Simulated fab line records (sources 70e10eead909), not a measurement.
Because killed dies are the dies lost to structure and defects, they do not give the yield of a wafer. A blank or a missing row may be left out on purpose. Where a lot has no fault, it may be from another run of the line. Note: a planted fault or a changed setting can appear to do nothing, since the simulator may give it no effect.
Which tool did it? :: flow nand-harc :: 39 wafers from 13 lots sampled at 5 of the route's 1159 steps

== WHAT EACH GAUGE READ, for each wafer ==
NHARC_P_M0_CD_MEAS_16. Usual: cd-nm at 89.4 nm, with a standard deviation of 1.
lot: L649
measured: day 6 19:54
on: cd-sem-02
cd-nm (nm): 88.8 91.3 90.2
flag: 

lot: L650
measured: day 7 04:48
on: cd-sem-03
cd-nm (nm): 89.6 91.0 89.9
flag: 

lot: L651
measured: day 7 08:08
on: cd-sem-01
cd-nm (nm): 88.9 90.3 89.2
flag: 

lot: L654
measured: day 7 22:07
on: cd-sem-02
cd-nm (nm): 89.6 87.2 89.8
flag: 

lot: L655
measured: day 7 22:44
on: cd-sem-03
cd-nm (nm): 89.3 89.8 87.4
flag: 

lot: L653
measured: day 8 00:34
on: cd-sem-02
cd-nm (nm): 88.9 90.3 91.2
flag: 

lot: L659
measured: day 9 20:49
on: cd-sem-01
cd-nm (nm): 88.6 90.6 89.1
flag: 

lot: L660
measured: day 10 00:30
on: cd-sem-02
cd-nm (nm): 89.3 90.5 89.1
flag: 

lot: L664
measured: day 10 06:49
on: cd-sem-03
cd-nm (nm): 89.9 89.7 90.1
flag: 

lot: L666
measured: day 11 04:00
on: cd-sem-02
cd-nm (nm): 90.9 89.6 90.9
flag: 

lot: L665
measured: day 11 04:31
on: cd-sem-03
cd-nm (nm): 88.8 89.9 89.8
flag: 

lot: L667
measured: day 11 06:14
on: cd-sem-02
cd-nm (nm): 89.0 87.6 91.4
flag: 

lot: L668
measured: day 11 06:59
on: cd-sem-01
cd-nm (nm): 89.0 90.0 90.0
flag: 

NHARC_P_M0_THK_MEAS_24: measures by xrf. Usual: thk-nm at 117.5 nm, with a standard deviation of 1.4.
lot: L649
measured: day 6 21:57
on: film-metro-02
thk-nm (nm): 115.8 115.8 115.8
flag: 

lot: L650
measured: day 7 06:49
on: film-metro-01
thk-nm (nm): 119.2 117.8 117.9
flag: 

lot: L651
measured: day 7 10:09
on: film-metro-01
thk-nm (nm): 119.2 116.6 117.2
flag: 

lot: L654
measured: day 8 00:17
on: film-metro-01
thk-nm (nm): 118.0 119.8 119.8
flag: 

lot: L655
measured: day 8 00:47
on: film-metro-01
thk-nm (nm): 117.5 116.8 118.6
flag: 

lot: L653
measured: day 8 02:50
on: film-metro-02
thk-nm (nm): 118.2 118.9 118.4
flag: 

lot: L659
measured: day 9 22:49
on: film-metro-02
thk-nm (nm): 116.5 117.3 118.4
flag: 

lot: L660
measured: day 10 02:32
on: film-metro-01
thk-nm (nm): 115.5 117.4 114.4
flag: 

lot: L664
measured: day 10 08:52
on: film-metro-02
thk-nm (nm): 118.9 116.3 115.7
flag: 

lot: L666
measured: day 11 06:01
on: film-metro-01
thk-nm (nm): 119.0 121.2 118.9
flag: 

lot: L665
measured: day 11 06:35
on: film-metro-02
thk-nm (nm): 117.6 115.7 117.3
flag: 

lot: L667
measured: day 11 08:26
on: film-metro-01
thk-nm (nm): 119.0 118.1 119.1
flag: 

lot: L668
measured: day 11 09:01
on: film-metro-01
thk-nm (nm): 116.6 115.3 116.2
flag: 

NHARC_P_M1_INSPECT_11. Usual: raw-defect-count at 4.4, with a standard deviation of 2.8.
lot: L649
measured: day 6 23:30
on: defect-inspect-01
raw-defect-count: 3 4 4
flag: 

lot: L650
measured: day 7 08:31
on: defect-inspect-01
raw-defect-count: 4 3 6
flag: 

lot: L651
measured: day 7 11:41
on: defect-inspect-02
raw-defect-count: 6 3 1
flag: 

lot: L654
measured: day 8 02:49
on: defect-inspect-02
raw-defect-count: 9 7 10
flag: 

lot: L655
measured: day 8 02:35
on: defect-inspect-02
raw-defect-count: 7 8 4
flag: 

lot: L653
measured: day 8 04:31
on: defect-inspect-02
raw-defect-count: 2 2 3
flag: 

lot: L659
measured: day 10 01:02
on: defect-inspect-02
raw-defect-count: 3 3 5
flag: 

lot: L660
measured: day 10 04:11
on: defect-inspect-01
raw-defect-count: 2 0 0
flag: 

lot: L664
measured: day 10 11:03
on: defect-inspect-01
raw-defect-count: 6 4 1
flag: 

lot: L666
measured: day 11 08:35
on: defect-inspect-01
raw-defect-count: 9 6 6
flag: 

lot: L665
measured: day 11 09:17
on: defect-inspect-02
raw-defect-count: 3 8 6
flag: 

lot: L667
measured: day 11 10:26
on: defect-inspect-02
raw-defect-count: 3 4 4
flag: 

lot: L668
measured: day 11 10:51
on: defect-inspect-01
raw-defect-count: 1 3 1
flag: 

NHARC_END_SORT_01. Usual: defect-limited-yield 95.7 %, standard deviation 1.5; killed-at-array 25, standard deviation 10; killed-at-other 0.6, standard deviation 0.91; killed-at-periphery 3.6, standard deviation 2.9; killed-dies 29, standard deviation 10; killed-open 3.3, standard deviation 2; killed-short 1.9, standard deviation 1.5; sort_bin_2_pct 1.3 %, standard deviation 0.61; sort_bin_3_pct 0.26 %, standard deviation 0.19; sort_bin_4_pct 2.7 %, standard deviation 1; sort-n-pass 648, standard deviation 10; sort-rim-yield-pct 94 %, standard deviation 3.2; sort-yield-pct 95.7 %, standard deviation 1.5.
lot: L654
measured: day 21 19:27
on: prober-02
defect-limited-yield (%): 0 0 0
killed-at-array: 18 17 16
killed-at-other: 0 0 0
killed-at-periphery: 659 660 661
killed-dies: 677 677 677
killed-open: 4 2 3
killed-short: 2 1 1
sort_bin_2_pct (%): 97.3 97.8 97.0
sort_bin_3_pct (%): 0.15 0.30 0.15
sort_bin_4_pct (%): 2.5 1.9 2.8
sort-n-pass: 0 0 0
sort-rim-yield-pct (%): 0 0 0
sort-yield-pct (%): 0 0 0
flag: OFF

lot: L659
measured: day 23 05:12
on: prober-02
defect-limited-yield (%): 0 0 0
killed-at-array: 55 49 50
killed-at-other: 0 0 0
killed-at-periphery: 622 628 627
killed-dies: 677 677 677
killed-open: 7 2 2
killed-short: 0 1 1
sort_bin_2_pct (%): 95.1 94.4 95.3
sort_bin_3_pct (%): 0.44 0.44 0.15
sort_bin_4_pct (%): 4.4 5.2 4.6
sort-n-pass: 0 0 0
sort-rim-yield-pct (%): 0 0 0
sort-yield-pct (%): 0 0 0
flag: OFF

lot: L664
measured: day 23 12:20
on: prober-01
defect-limited-yield (%): 0 0 0
killed-at-array: 10 15 18
killed-at-other: 0 0 1
killed-at-periphery: 667 662 658
killed-dies: 677 677 677
killed-open: 0 1 7
killed-short: 1 0 1
sort_bin_2_pct (%): 99.0 97.9 97.9
sort_bin_3_pct (%): 0.15 0.30 0
sort_bin_4_pct (%): 0.9 1.8 2.1
sort-n-pass: 0 0 0
sort-rim-yield-pct (%): 0 0 0
sort-yield-pct (%): 0 0 0
flag: OFF

== WHAT TOOL EACH LOT RAN ON (gives the tool, then ch and the chambers of the sampled wafers, and finally the start) ==
lot: L649
NHARC_P_M1_DEP_00: pecvd-02 ch 0,2, day 6 22:40

lot: L650
NHARC_P_M1_DEP_00: pecvd-04 ch 0,1,2, day 7 07:33

lot: L651
NHARC_P_M1_DEP_00: pecvd-04 ch 0,2, day 7 10:51

lot: L654
NHARC_P_M1_DEP_00: pecvd-04 ch 0,2, day 8 01:03

lot: L655
NHARC_P_M1_DEP_00: pecvd-04 ch 0,1,2, day 8 01:37

lot: L653
NHARC_P_M1_DEP_00: pecvd-04 ch 1,2, day 8 03:37

lot: L659
NHARC_P_M1_DEP_00: pecvd-03 ch 0,2, day 9 23:31

lot: L660
NHARC_P_M1_DEP_00: pecvd-02 ch 0,1,2, day 10 03:14

lot: L664
NHARC_P_M1_DEP_00: pecvd-02 ch 0,1,2, day 10 09:33

lot: L666
NHARC_P_M1_DEP_00: pecvd-04 ch 0,1, day 11 07:34

lot: L665
NHARC_P_M1_DEP_00: pecvd-02 ch 0,1, day 11 08:25

lot: L667
NHARC_P_M1_DEP_00: pecvd-04 ch 0,1, day 11 09:25

lot: L668
NHARC_P_M1_DEP_00: pecvd-04 ch 0,1, day 11 09:45
- NHARC_P_M1_DEP_00: deposits SiOC, target thk 182.5 nm.

== WHAT THE TOOLS THEMSELVES READ (means of the sampled wafers that have a number; where no wafer has one, the mark that the record gives instead) ==
NHARC_P_M1_DEP_00. Usual: rf-fwd-power-W 598.9 W, standard deviation 1.9; showerhead-vpp-V 1490 V, standard deviation 63.
lot: L649
tool: pecvd-02
rf-fwd-power-W (W): 598.1
showerhead-vpp-V (V): 1490
flag: 

lot: L650
tool: pecvd-04
rf-fwd-power-W (W): 598.3
showerhead-vpp-V (V): 1466
flag: 

lot: L651
tool: pecvd-04
rf-fwd-power-W (W): 600.1
showerhead-vpp-V (V): 1514
flag: 

lot: L654
tool: pecvd-04
rf-fwd-power-W (W): 599.5
showerhead-vpp-V (V): 1509
flag: 

lot: L655
tool: pecvd-04
rf-fwd-power-W (W): 599.5
showerhead-vpp-V (V): 1468
flag: 

lot: L653
tool: pecvd-04
rf-fwd-power-W (W): 598.2
showerhead-vpp-V (V): 1397
flag: 

lot: L659
tool: pecvd-03
rf-fwd-power-W (W): 599.3
showerhead-vpp-V (V): 1556
flag: 

lot: L660
tool: pecvd-02
rf-fwd-power-W (W): 600.0
showerhead-vpp-V (V): 1490
flag: 

lot: L664
tool: pecvd-02
rf-fwd-power-W (W): 598.0
showerhead-vpp-V (V): 1490
flag: 

lot: L666
tool: pecvd-04
rf-fwd-power-W (W): 600.0
showerhead-vpp-V (V): 1497
flag: 

lot: L665
tool: pecvd-02
rf-fwd-power-W (W): 598.3
showerhead-vpp-V (V): 1482
flag: 

lot: L667
tool: pecvd-04
rf-fwd-power-W (W): 599.3
showerhead-vpp-V (V): 1470
flag: 

lot: L668
tool: pecvd-04
rf-fwd-power-W (W): 598.5
showerhead-vpp-V (V): 1429
flag: 

== THE ANSWER, worked out from the rows above alone ==
Rule: lot off if the mean of its wafers having a number is beyond 3 standard deviations from the usual mean. Also off: a lot with no number at a reading for which 4 or more lots have one. Any other lot the step has rows for is counted as sound. After the gauges, taken in route order, come the tools' own readings; for these a lot's mean is taken, as printed above. The first step at which some lot is off is used, and at that step the reading that is off furthest; a lot without a number counts as furthest.
Off, at NHARC_END_SORT_01 on killed-at-periphery: L654, L659, L664. Neither off nor sound, because the step has no rows for them: L649, L650, L651, L655, L653, L660, L666, L665, L667, L668.
A tool fits if, at a process step before that reading, it ran every lot that is off, and no sound lot after the first of them. The gauges at NHARC_END_SORT_01 are tried like those tools. No candidate that was tried fits.

== WHAT THE SIMULATOR HAD PUT IN ==
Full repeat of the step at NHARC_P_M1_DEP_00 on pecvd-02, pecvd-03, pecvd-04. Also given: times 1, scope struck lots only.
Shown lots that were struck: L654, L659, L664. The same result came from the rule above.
